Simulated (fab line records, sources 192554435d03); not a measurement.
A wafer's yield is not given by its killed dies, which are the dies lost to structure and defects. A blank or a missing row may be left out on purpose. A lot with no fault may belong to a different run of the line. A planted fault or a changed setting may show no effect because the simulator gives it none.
Chamber matching	flow n5-finfet	N5_BEOL_M1_ALD_98 on ald-sin-02: 4 sister chambers
The step deposits SiO2, target thk 2.5 nm, pulse time 1 s, co reactant pulse time 1 s. 4 wafers are shown with their chamber, then 12 later ones without.

WAFERS WITH THEIR CHAMBER
wafer	chamber	heater-power-w (W)
L087.5	3	87
L088.3	2	78
L088.4	0	74
L088.6	1	67

WAFERS WHOSE CHAMBER IS MISSING
wafer	heater-power-w (W)
L089.1	77
L089.2	74
L089.3	69
L089.4	85
L089.5	67
L089.6	75
L090.2	68
L090.4	87
L090.6	69
L097.2	73
L097.4	87
L097.6	86

WHICH CHAMBER EACH ONE RAN IN
wafer	from the rows above	in truth
L089.1	can't be placed: 2 or 0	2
L089.2	0	0
L089.3	1	1
L089.4	3	3
L089.5	1	1
L089.6	can't be placed: 0 or 2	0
L090.2	1	1
L090.4	3	3
L090.6	1	1
L097.2	0	0
L097.4	3	3
L097.6	3	3
Placed correctly: 10 of 12. Can't be placed from these rows: 2 (the true chamber is among the candidates in 2). Placed wrongly: 0.
How it was worked out, from the rows above alone: a wafer's distance from a chamber is the root of the sum, over the readings, of the square of ((its reading less the chamber's mean) divided by the reading's scatter). The wafer belongs to the nearest chamber; if the next one is less than 2 further off, it can't be placed. Each chamber's mean is taken over the wafers shown for it. The scatter: with one shown wafer a chamber, the root of the mean of the squares of how far each hidden wafer lies from its nearest shown one.
